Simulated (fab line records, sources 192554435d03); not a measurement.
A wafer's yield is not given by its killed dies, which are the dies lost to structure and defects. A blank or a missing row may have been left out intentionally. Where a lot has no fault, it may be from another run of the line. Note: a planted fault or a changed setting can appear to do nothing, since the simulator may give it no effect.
fab line records -- flow n5_finfet
record lots=12, wafers=35, last_day=17
route steps=1938 shown BEOL_M0_SAQP@689 BEOL_M0_CUTY@705 BEOL_M0@718 PASSIVATION@1936
lots that met no fault: from a run of the same line without faults
start_h: hours from the record's first day to the start of the lot's first wafer shown -- wait_h: hours from the lot's prior step to this one -- " repeats the value in the row above -- L1.1+2: a row that stands for several wafers -- - no value, or no start given -- * or withheld: withheld -- < > ~ a bound
route shown NAME@n: names a module that has steps shown in the file, with the first one's number in the route -- usual: mean and standard deviation over wafers with no fault -- same: alike in all rows -- chamber/n: place in a boat -- sites: readings site by site -- _std_site: standard deviation across them -- _edge_site: inner sites' mean taken away from outer sites' mean -- radius_mm: for every site, how far away it sits from the centre of the wafer -- mask NAME#n: copy n -- behind: the last tool/chamber to shape the wafer -- hold: why the lot went on hold/how many hours it stayed there/how the hold came to an end -- device: the n, p or np transistor that did not switch -- end of line: the route-end tests of the same wafers -- step lacking rows: just its recipe -- killed: not the wafer's yield, but the dies lost to structure and defects at the first sort -- map: dies across one wafer; x = killed, . = not, _ = none there
set.NAME: the run value of the setting; set.NAME@STEP: its run value at that earlier step -- model.NAME: the simulator's own value behind a step, which no gauge read
one table for each step of the route and one row for each wafer, over a sample of lots
services: a tool's chamber out of use, with start hour (start_h, from the record's first day; less than 0 if before it), hours out, and reason
## steps
# step N5_BEOL_M0_SAQP_CD_MEAS_40
# recipe target_cd_nm=30, landing_energy_ev=500, detector=se_inlens
# usual cd_nm=29.95/0.24
lot.wafer,tool,chamber,start_h,wait_h,cd_nm
L297.2,cd_sem-01,0,114.36,-,29.77
L297.5,cd_sem-01,0,114.36,-,30.04
L300.2,cd_sem-03,0,128.40,-,29.77
L300.4,cd_sem-03,0,128.40,-,29.69
L300.6,cd_sem-03,0,128.40,-,29.84
L301.3,cd_sem-02,0,140.03,-,30.17
L301.4,cd_sem-02,0,140.03,-,29.80
L301.6,cd_sem-02,0,140.03,-,29.51
L302.2,cd_sem-01,0,145.37,-,29.73
L302.3,cd_sem-01,0,145.37,-,29.76
L302.4,cd_sem-01,0,145.37,-,29.88
L303.2,cd_sem-01,0,147.82,-,29.88
L303.4,cd_sem-01,0,147.82,-,29.69
L303.6,cd_sem-01,0,147.82,-,30.24
L307.2,cd_sem-03,0,176.20,-,29.75
L307.4,cd_sem-03,0,176.20,-,30.11
L307.6,cd_sem-03,0,176.20,-,29.94
L308.1,cd_sem-01,0,184.01,-,29.96
L308.2,cd_sem-01,0,184.01,-,30.35
L308.6,cd_sem-01,0,184.01,-,30.09
L309.2,cd_sem-01,0,192.85,-,30.41
L309.3,cd_sem-01,0,192.85,-,30.13
L309.6,cd_sem-01,0,192.85,-,30.53
L312.2,cd_sem-02,0,204.09,-,29.94
L312.4,cd_sem-02,0,204.09,-,30.01
L312.5,cd_sem-02,0,204.09,-,29.72
L313.2,cd_sem-03,0,206.86,-,30.06
L313.3,cd_sem-03,0,206.86,-,29.92
L313.6,cd_sem-03,0,206.86,-,30.11
L314.2,cd_sem-02,0,214.76,-,29.82
L314.3,cd_sem-02,0,214.76,-,29.97
L314.6,cd_sem-02,0,214.76,-,29.89
L320.2,cd_sem-03,0,255.22,-,30.02
L320.4,cd_sem-03,0,255.22,-,30.12
L320.5,cd_sem-03,0,255.22,-,29.96
# step N5_BEOL_M0_SAQP_DESCUM_45
# recipe chemistry=O2, time_s=7, source_power_w=50, bias_power_w=20, pressure_mtorr=20, rf_frequency_hz=2.712e+07, temp_c=40, resist=CAR-EUV, o2_flow_sccm=225
# usual drypump_motor_current_A=5.3/0.48, oes_product_au=0.79/0.11, rf_vpp_V=243.4/1.5, showerhead_plenum_p_Torr=2.10/0.084, throttle_valve_pct=20.47/0.23
lot.wafer,tool,chamber,start_h,wait_h,drypump_motor_current_A,oes_product_au,rf_hours_counter_h,rf_vpp_V,showerhead_plenum_p_Torr,throttle_valve_pct
L297.2,rie_diel-06,0,114.99,0.5,4.8,0.76,177,242.8,2.00,20.61
L297.5,rie_diel-06,3,114.99,0.5,4.8,0.71,-,245.7,2.17,20.48
L300.2,rie_diel-06,3,128.66,0.2,4.8,0.70,199,244.3,2.17,20.48
L300.4,rie_diel-06,2,128.66,0.2,4.6,0.69,240,240.8,1.95,20.50
L300.6,rie_diel-06,0,128.66,0.2,4.8,0.75,-,242.4,1.99,20.62
L301.3,rie_diel-04,2,140.17,0.0,5.2,0.89,26,243.7,2.15,20.14
L301.4,rie_diel-04,1,140.17,0.0,5.3,0.76,146,244.3,2.11,20.47
L301.6,rie_diel-04,1,140.17,0.0,5.4,0.76,-,242.5,2.11,20.47
L302.2,rie_diel-04,2,145.54,0.1,5.2,0.88,28,242.7,2.15,20.13
L302.3,rie_diel-04,1,145.54,0.1,5.3,0.75,148,242.6,2.11,20.46
L302.4,rie_diel-04,3,145.54,0.1,5.8,0.73,198,246.5,2.19,21.12
L303.2,rie_diel-02,3,148.26,0.3,5.9,0.70,239,244.5,2.15,20.81
L303.4,rie_diel-02,2,148.26,0.3,5.5,0.71,201,244.7,2.18,20.67
L303.6,rie_diel-02,2,148.26,0.3,5.5,0.71,-,245.7,2.18,20.70
L307.2,rie_diel-02,1,176.32,0.0,6.0,0.68,233,242.0,2.00,20.39
L307.4,rie_diel-02,3,176.32,0.0,5.9,0.71,247,243.4,2.15,20.81
L307.6,rie_diel-02,3,176.32,0.0,5.9,0.71,-,243.0,2.15,20.82
L308.1,rie_diel-06,0,184.14,0.0,4.8,0.73,198,241.0,1.99,20.64
L308.2,rie_diel-06,1,184.14,0.0,5.8,0.91,21,243.2,2.07,20.45
L308.6,rie_diel-06,0,184.14,0.0,4.8,0.74,-,242.2,1.99,20.64
L309.2,rie_diel-06,3,193.29,0.4,4.8,0.69,219,245.2,2.16,20.52
L309.3,rie_diel-06,1,193.29,0.4,5.8,0.91,25,243.3,2.07,20.45
L309.6,rie_diel-06,0,193.29,0.4,4.8,0.74,-,242.1,1.99,20.67
L312.2,rie_diel-02,2,204.21,0.0,5.5,0.69,220,244.2,2.17,20.74
L312.4,rie_diel-02,2,204.21,0.0,5.5,0.70,-,244.1,2.17,20.74
L312.5,rie_diel-02,0,204.21,0.0,5.8,0.94,-,244.5,2.23,20.20
L313.2,rie_diel-02,3,207.27,0.3,5.9,1.03,0,243.2,2.15,20.35
L313.3,rie_diel-02,1,207.27,0.3,6.0,0.67,245,241.5,1.99,20.41
L313.6,rie_diel-02,3,207.27,0.3,5.9,1.02,-,244.5,2.15,20.37
L314.2,rie_diel-06,0,215.09,0.2,4.8,0.74,209,240.6,1.99,20.66
L314.3,rie_diel-06,1,215.09,0.2,5.8,0.89,31,242.1,2.07,20.46
L314.6,rie_diel-06,0,215.09,0.2,4.8,0.74,-,241.5,1.99,20.67
L320.2,rie_diel-02,0,255.34,0.0,5.9,0.90,40,244.7,2.22,20.23
L320.4,rie_diel-02,0,255.34,0.0,5.8,0.89,-,246.2,2.22,20.22
L320.5,rie_diel-02,2,255.34,0.0,5.5,0.68,-,244.1,2.16,20.75
# step N5_BEOL_M0_CUTY_EXPOSE_54
# recipe mask_id=M0_ABLK, na=1.35, source_shape=conventional, sigma_outer=0.8, polarization=unpolarized, dose_mj=36
# usual reticle_temp_C=23.00/0.11
lot.wafer,tool,chamber,start_h,wait_h,mask,reticle_temp_C
L297.2,arfi_scanner-03,0,116.36,-,M0_ABLK#0,23.15
L297.5,arfi_scanner-03,0,116.36,-,M0_ABLK#0,22.98
L300.2,arfi_scanner-02,0,129.90,-,M0_ABLK#0,22.90
L300.4,arfi_scanner-02,0,129.90,-,M0_ABLK#0,22.80
L300.6,arfi_scanner-02,0,129.90,-,M0_ABLK#0,22.75
L301.3,arfi_scanner-01,0,141.36,-,M0_ABLK#0,22.85
L301.4,arfi_scanner-01,0,141.36,-,M0_ABLK#0,22.92
L301.6,arfi_scanner-01,0,141.36,-,M0_ABLK#0,23.10
L302.2,arfi_scanner-02,0,146.80,-,M0_ABLK#0,22.96
L302.3,arfi_scanner-02,0,146.80,-,M0_ABLK#0,22.87
L302.4,arfi_scanner-02,0,146.80,-,M0_ABLK#0,23.06
L303.2,arfi_scanner-01,0,149.49,-,M0_ABLK#0,22.80
L303.4,arfi_scanner-01,0,149.49,-,M0_ABLK#0,22.95
L303.6,arfi_scanner-01,0,149.49,-,M0_ABLK#0,22.90
L307.2,arfi_scanner-01,0,177.62,-,M0_ABLK#0,23.31
L307.4,arfi_scanner-01,0,177.62,-,M0_ABLK#0,23.14
L307.6,arfi_scanner-01,0,177.62,-,M0_ABLK#0,22.98
L308.1,arfi_scanner-01,0,185.19,-,M0_ABLK#0,23.21
L308.2,arfi_scanner-01,0,185.19,-,M0_ABLK#0,23.15
L308.6,arfi_scanner-01,0,185.19,-,M0_ABLK#0,23.08
L309.2,arfi_scanner-01,0,194.48,-,M0_ABLK#0,22.96
L309.3,arfi_scanner-01,0,194.48,-,M0_ABLK#0,23.06
L309.6,arfi_scanner-01,0,194.48,-,M0_ABLK#0,23.06
L312.2,arfi_scanner-03,0,205.42,-,M0_ABLK#0,23.05
L312.4,arfi_scanner-03,0,205.42,-,M0_ABLK#0,23.18
L312.5,arfi_scanner-03,0,205.42,-,M0_ABLK#0,23.05
L313.2,arfi_scanner-02,0,208.52,-,M0_ABLK#0,23.01
L313.3,arfi_scanner-02,0,208.52,-,M0_ABLK#0,22.96
L313.6,arfi_scanner-02,0,208.52,-,M0_ABLK#0,22.93
L314.2,arfi_scanner-02,0,216.15,-,M0_ABLK#0,23.03
L314.3,arfi_scanner-02,0,216.15,-,M0_ABLK#0,22.91
L314.6,arfi_scanner-02,0,216.15,-,M0_ABLK#0,22.88
L320.2,arfi_scanner-03,0,256.40,-,M0_ABLK#0,22.94
L320.4,arfi_scanner-03,0,256.40,-,M0_ABLK#0,23.17
L320.5,arfi_scanner-03,0,256.40,-,M0_ABLK#0,22.84
# step N5_BEOL_M0_CUTY_OVL_MEAS_58
# recipe points_per_wafer=44
# usual M0_ABLK_OVL=-0.4/0.64
lot.wafer,tool,chamber,start_h,wait_h,M0_ABLK_OVL[nm]
L297.2,overlay-01,0,116.51,0.0,-1.2
L297.5,overlay-01,0,116.51,0.0,-1.0
L300.2,overlay-01,0,130.05,0.0,-0.4
L300.4,overlay-01,0,130.05,0.0,0.0
L300.6,overlay-01,0,130.05,0.0,-0.5
L301.3,overlay-02,0,141.51,0.0,-0.4
L301.4,overlay-02,0,141.51,0.0,0.0
L301.6,overlay-02,0,141.51,0.0,-0.3
L302.2,overlay-02,0,146.95,0.0,-1.1
L302.3,overlay-02,0,146.95,0.0,-1.9
L302.4,overlay-02,0,146.95,0.0,-1.3
L303.2,overlay-02,0,149.64,0.0,0.4
L303.4,overlay-02,0,149.64,0.0,-0.3
L303.6,overlay-02,0,149.64,0.0,-1.4
L307.2,overlay-02,0,177.77,0.0,5.5
L307.4,overlay-02,0,177.77,0.0,5.4
L307.6,overlay-02,0,177.77,0.0,5.2
L308.1,overlay-02,0,185.34,0.0,5.7
L308.2,overlay-02,0,185.34,0.0,5.3
L308.6,overlay-02,0,185.34,0.0,5.4
L309.2,overlay-02,0,194.63,0.0,6.1
L309.3,overlay-02,0,194.63,0.0,5.4
L309.6,overlay-02,0,194.63,0.0,6.1
L312.2,overlay-01,0,205.57,0.0,-0.3
L312.4,overlay-01,0,205.57,0.0,0.2
L312.5,overlay-01,0,205.57,0.0,0.8
L313.2,overlay-02,0,208.67,0.0,-1.3
L313.3,overlay-02,0,208.67,0.0,-0.7
L313.6,overlay-02,0,208.67,0.0,-0.9
L314.2,overlay-01,0,216.30,0.0,0.6
L314.3,overlay-01,0,216.30,0.0,0.2
L314.6,overlay-01,0,216.30,0.0,0.5
L320.2,overlay-02,0,256.55,0.0,0.1
L320.4,overlay-02,0,256.55,0.0,0.1
L320.5,overlay-02,0,256.55,0.0,0.5
# step N5_BEOL_M0_STRIP_104
# recipe chemistry=N2/H2, power_w=450, temp_c=40, pressure_mtorr=20, rf_frequency_hz=6e+07, overash_fraction=0.3, bias_power_w=7, h2_frac=0.5, n2_flow_sccm=200, h2_flow_sccm=200
# usual drypump_motor_current_A=5.7/0.3, oes_product_au=0.76/0.081, rf_vpp_V=59.0/1.7, showerhead_plenum_p_Torr=2.53/0.066, throttle_valve_pct=23.6/0.32
lot.wafer,tool,chamber,start_h,wait_h,drypump_motor_current_A,oes_product_au,rf_hours_counter_h,rf_vpp_V,showerhead_plenum_p_Torr,throttle_valve_pct
L297.2,rie_diel-05,3,121.86,0.0,6.5,0.68,233,59.2,2.38,23.5
L297.5,rie_diel-05,3,121.86,0.0,6.5,0.68,-,58.4,2.38,23.5
L300.2,rie_diel-01,3,131.64,0.0,5.6,0.69,199,59.5,2.52,23.8
L300.4,rie_diel-01,3,131.64,0.0,5.6,0.71,-,60.7,2.52,23.8
L300.6,rie_diel-01,1,131.64,0.0,5.8,0.72,-,56.9,2.52,23.2
L301.3,rie_diel-05,3,142.33,0.0,6.5,0.65,241,58.0,2.38,23.4
L301.4,rie_diel-05,3,142.33,0.0,6.4,0.66,-,59.7,2.38,23.5
L301.6,rie_diel-05,0,142.33,0.0,5.4,0.75,-,57.8,2.64,24.3
L302.2,rie_diel-01,0,148.06,0.0,5.9,0.96,4,58.3,2.51,23.7
L302.3,rie_diel-01,2,148.06,0.0,5.7,0.70,239,60.1,2.50,24.1
L302.4,rie_diel-01,3,148.06,0.0,5.5,0.70,205,61.0,2.52,23.9
L303.2,rie_diel-03,0,158.13,0.0,5.9,0.75,167,62.6,2.64,23.4
L303.4,rie_diel-03,2,158.13,0.0,5.0,0.76,168,55.2,2.55,23.6
L303.6,rie_diel-03,3,158.13,0.0,5.7,0.81,-,59.1,2.47,23.3
L307.2,rie_diel-03,0,179.24,0.0,5.9,0.75,177,60.3,2.63,23.4
L307.4,rie_diel-03,3,179.24,0.0,5.7,0.83,113,59.8,2.46,23.3
L307.6,rie_diel-03,2,179.24,0.0,5.0,0.76,-,57.3,2.54,23.6
L308.1,rie_diel-03,3,188.06,0.0,5.6,0.81,116,60.7,2.46,23.3
L308.2,rie_diel-03,2,188.06,0.0,5.0,0.74,182,58.2,2.54,23.6
L308.6,rie_diel-03,0,188.06,0.0,5.9,0.72,-,58.9,2.63,23.4
L309.2,rie_diel-03,0,195.72,0.0,5.9,0.74,185,59.4,2.63,23.4
L309.3,rie_diel-03,2,195.72,0.0,5.0,0.75,184,59.7,2.54,23.6
L309.6,rie_diel-03,0,195.72,0.0,5.9,0.74,-,57.3,2.63,23.4
L312.2,rie_diel-03,0,207.55,0.0,5.9,0.72,191,58.6,2.63,23.4
L312.4,rie_diel-03,3,207.55,0.0,5.6,0.79,126,58.1,2.46,23.3
L312.5,rie_diel-03,0,207.55,0.0,5.9,0.74,-,57.0,2.63,23.4
L313.2,rie_diel-01,3,210.20,0.0,5.6,0.67,228,58.4,2.50,23.9
L313.3,rie_diel-01,0,210.20,0.0,5.9,0.89,26,62.0,2.50,23.7
L313.6,rie_diel-01,1,210.20,0.0,5.8,0.68,-,59.8,2.51,23.2
L314.2,rie_diel-03,1,221.45,0.0,5.7,0.82,77,59.4,2.57,23.6
L314.3,rie_diel-03,2,221.45,0.0,5.0,0.73,194,61.9,2.54,23.6
L314.6,rie_diel-03,0,221.45,0.0,5.9,0.72,-,59.3,2.63,23.4
L320.2,rie_diel-01,2,258.12,0.0,5.8,0.92,14,58.3,2.49,23.8
L320.4,rie_diel-01,0,258.12,0.0,5.9,0.86,41,61.2,2.50,23.7
L320.5,rie_diel-01,2,258.12,0.0,5.8,0.91,-,60.5,2.49,23.8
# step N5_PASSIVATION_PROBE_49
# usual defect_limited_yield=90.9/1.6, killed_at_M0_to_M3=34/11, killed_at_M4_up=14/5.7, killed_at_contacts=13/6.5, killed_at_front_end=43/11, killed_at_other=4/3.1, killed_dies=107/19, killed_open=71/14, killed_short=35/7.9, sort_bin_5_function=5.3/1.1, sort_bin_6_memory=3.4/0.74, sort_bin_8_speed=0.00/0.014, sort_n_pass=1073/19
# same gross_dies=1180, killed_at_back_side=0, sort_bin_4_leakage[%]=0
lot.wafer,tool,chamber,start_h,wait_h,defect_limited_yield[%],killed_at_M0_to_M3,killed_at_M4_up,killed_at_contacts,killed_at_front_end,killed_at_other,killed_dies,killed_open,killed_short,sort_bin_5_function[%],sort_bin_6_memory[%],sort_bin_8_speed[%],sort_n_pass
L297.2,prober-01,-,292.48,0.1,90.9,26,19,12,46,4,107,75,32,5.7,3.1,0,1073
L297.5,prober-01,-,292.63,0.2,90.5,29,21,11,51,0,112,73,30,4.4,4.0,0,1068
L300.2,prober-02,-,302.77,0.1,89.3,43,19,19,44,1,126,83,42,6.0,4.1,0,1054
L300.4,prober-02,-,302.87,0.2,87.4,51,14,12,71,1,149,83,64,7.8,4.4,0,1031
L300.6,prober-02,-,302.97,0.3,91.4,49,9,5,35,4,102,71,30,6.2,2.3,0,1078
L312.2,prober-02,-,357.19,0.1,89.7,38,30,18,31,5,122,81,40,6.1,4.1,0,1058
L312.4,prober-02,-,357.29,0.2,91.6,27,24,16,31,1,99,71,27,4.7,3.6,0,1081
L312.5,prober-02,-,357.34,0.2,90.9,42,15,6,42,2,107,69,32,5.3,3.1,0,1073
L314.2,prober-01,-,374.82,0.1,93.2,10,9,10,49,2,80,54,25,3.9,2.7,0,1100
L314.3,prober-01,-,374.87,0.1,90.4,22,9,20,52,10,113,84,29,4.9,4.6,0,1067
L314.6,prober-01,-,375.02,0.3,91.3,22,19,9,45,8,103,74,29,5.3,3.2,0,1077
L313.2,prober-02,-,380.29,0.8,89.7,30,13,8,68,2,121,89,31,6.4,3.8,0,1059
L313.3,prober-02,-,380.34,0.9,88.8,31,18,9,64,10,132,81,49,6.4,4.4,0,1048
L313.6,prober-02,-,380.49,1.0,90.5,26,14,5,67,0,112,79,32,6.0,3.1,0,1068
# killed by level:class
L297.2 STI_FIN_REVEAL:geometric_particle:open=20 MOL_CONTACT_COAG:geometric_particle:open=11 BEOL_M4:geometric_particle:open=9 BEOL_M0_SAQP:geometric_particle:short=8 BEOL_M2:geometric_particle:open=7 BEOL_M1:geometric_particle:open=5 FIN_SAQP:geometric_particle:open=4 GATE_CUT:geometric_particle:short=4
L297.5 MOL_CONTACT_COAG:geometric_particle:open=10 STI_FIN_REVEAL:geometric_particle:open=9 BEOL_M2:geometric_particle:open=8 BEOL_M3:geometric_particle:open=8 HKMG_FIN:area_etch=8 BEOL_M4:geometric_particle:open=7 FIN_SAQP:geometric_particle:open=6 GATE_CUT:geometric_particle:short=5
L300.2 MOL_CONTACT_COAG:geometric_particle:open=16 BEOL_M0_SAQP:geometric_particle:short=11 FIN_SAQP:geometric_particle:open=10 BEOL_M3:geometric_particle:open=10 BEOL_M4:geometric_particle:open=10 BEOL_M0_SAQP:geometric_particle:open=9 FIN_SAQP:geometric_particle:short=8 DUMMY_GATE:geometric_particle:open=6
L300.4 BEOL_M0_SAQP:geometric_particle:open=14 BEOL_M0_SAQP:geometric_particle:short=12 ILD0:geometric_particle:short=11 BEOL_M2:geometric_particle:open=11 MOL_CONTACT_COAG:geometric_particle:open=10 FIN_SAQP:geometric_particle:short=8 GATE_CUT:geometric_particle:open=7 BEOL_M2:geometric_particle:short=7
L300.6 BEOL_M0_SAQP:geometric_particle:open=13 BEOL_M0_SAQP:geometric_particle:short=11 BEOL_M1:geometric_particle:open=8 FIN_SAQP:geometric_particle:open=7 STI_FIN_REVEAL:geometric_particle:open=7 BEOL_M2:geometric_particle:open=7 DUMMY_GATE:geometric_particle:open=6 GATE_CUT:geometric_particle:short=4
L312.2 MOL_CONTACT_COAG:geometric_particle:open=17 BEOL_M4:geometric_particle:open=16 BEOL_M1:geometric_particle:short=8 BEOL_M3:geometric_particle:open=8 FIN_SAQP:geometric_particle:short=7 BEOL_M4:geometric_particle:short=7 BEOL_M2:geometric_particle:open=6 FIN_SAQP:geometric_particle:open=5
L312.4 BEOL_M3:geometric_particle:open=12 MOL_CONTACT_COAG:geometric_particle:open=11 BEOL_M4:geometric_particle:open=10 FIN_SAQP:geometric_particle:open=8 GATE_CUT:geometric_particle:short=6 STI_FIN_REVEAL:geometric_particle:open=5 BEOL_M1:geometric_particle:open=5 BEOL_M5:geometric_particle:open=5
L312.5 FIN_SAQP:geometric_particle:open=12 BEOL_M3:geometric_particle:open=10 BEOL_M4:geometric_particle:open=8 FIN_SAQP:geometric_particle:short=7 BEOL_M0_SAQP:geometric_particle:short=7 BEOL_M1:geometric_particle:open=7 STI_FIN_REVEAL:geometric_particle:open=6 BEOL_M0_SAQP:geometric_particle:open=5
L314.2 STI_FIN_REVEAL:geometric_particle:open=10 MOL_CONTACT_COAG:geometric_particle:open=9 FIN_SAQP:geometric_particle:short=6 GATE_CUT:geometric_particle:open=6 BEOL_M4:geometric_particle:open=6 STARTING-WAFER:geometric_particle:open=5 ILD0:geometric_particle:open=4 FIN_SAQP:geometric_particle:open=3
L314.3 MOL_CONTACT_COAG:geometric_particle:open=16 STI_FIN_REVEAL:geometric_particle:open=13 FIN_SAQP:geometric_particle:open=12 FIN_SAQP:geometric_particle:short=10 BEOL_M3:geometric_particle:open=8 DUMMY_GATE:geometric_particle:open=6 BEOL_M2:geometric_particle:open=5 BEOL_M4:geometric_particle:open=5
L314.6 BEOL_M4:geometric_particle:open=10 FIN_SAQP:geometric_particle:short=9 STI_FIN_REVEAL:geometric_particle:open=8 MOL_CONTACT_COAG:geometric_particle:open=8 BEOL_M3:geometric_particle:open=8 BEOL_M0:geometric_particle:open=5 FIN_SAQP:geometric_particle:open=4 DUMMY_GATE:geometric_particle:open=4
L313.2 FIN_SAQP:geometric_particle:open=26 STI_FIN_REVEAL:geometric_particle:open=15 FIN_SAQP:geometric_particle:short=11 MOL_CONTACT_COAG:geometric_particle:open=8 BEOL_M0_SAQP:geometric_particle:short=8 BEOL_M0_SAQP:geometric_particle:open=7 BEOL_M2:geometric_particle:open=7 BEOL_M4:geometric_particle:open=5
L313.3 FIN_SAQP:geometric_particle:short=17 STI_FIN_REVEAL:geometric_particle:open=12 BEOL_M2:geometric_particle:open=11 BEOL_M0_SAQP:geometric_particle:open=10 FIN_SAQP:geometric_particle:open=8 BEOL_M4:geometric_particle:open=8 DUMMY_GATE:geometric_particle:open=7 MOL_CONTACT_COAG:geometric_particle:open=6
L313.6 STI_FIN_REVEAL:geometric_particle:open=19 FIN_SAQP:geometric_particle:short=11 BEOL_M2:geometric_particle:open=10 FIN_SAQP:geometric_particle:open=9 DUMMY_GATE:geometric_particle:open=8 BEOL_M0_SAQP:geometric_particle:open=7 BEOL_M0_SAQP:geometric_particle:short=6 STARTING-WAFER:geometric_particle:open=6
## services
tool,chamber,start_h,hours,kind
rie_diel-03,-,93.58,15.6,pm
arfi_scanner-03,-,96.99,1.3,repair
arfi_scanner-03,-,104.18,1.3,pm
arfi_scanner-03,-,105.48,4.9,pm
arfi_scanner-03,-,118.94,6.0,pm
rie_diel-03,-,128.92,2.1,repair
arfi_scanner-01,-,142.40,1.9,repair
arfi_scanner-02,-,158.34,1.9,repair
rie_diel-03,1,159.93,2.5,repair
arfi_scanner-01,-,167.50,1.3,pm
rie_diel-03,-,170.76,0.3,repair
arfi_scanner-01,-,171.45,1.0,pm
arfi_scanner-02,-,174.83,1.3,pm
rie_diel-01,-,179.88,15.6,pm
arfi_scanner-02,-,182.92,1.0,pm
rie_diel-01,-,198.29,0.4,repair
arfi_scanner-01,-,204.70,1.0,pm
arfi_scanner-01,-,206.28,4.9,pm
rie_diel-06,1,224.30,2.0,repair
arfi_scanner-01,-,235.84,0.8,pm
rie_diel-01,0,243.88,4.7,repair
arfi_scanner-02,-,246.64,4.9,pm
rie_diel-01,-,251.62,1.0,repair
rie_diel-02,1,252.83,7.7,repair
## key
first_sign step=N5_BEOL_M0_CUTY_OVL_MEAS_58, reading=M0_ABLK_OVL, direction=up, sigmas=9.4, usual=-0.4, struck=5.6
effect none on later readings
met_at N5_BEOL_M0_CUTY_EXPOSE_54
struck_lots L307,L308,L309
rows_end L307.2,L307.4,L307.6,L308.1,L308.2,L308.6,L309.2,L309.3,L309.6
not_acting_at N5_BEOL_M0_SAQP_CD_MEAS_40,N5_BEOL_M0_SAQP_DESCUM_45,N5_BEOL_M0_STRIP_104
onset_between 149.49 177.62
fault kind=scanner_matching_overlay, tool=arfi_scanner-01, chamber=-, onset_h=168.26, steps=N5_BEOL_M0_CUTY_EXPOSE_54, offset=6.1353
# rows_end: these wafers met a further fault down the route, and their rows from its step on are left out
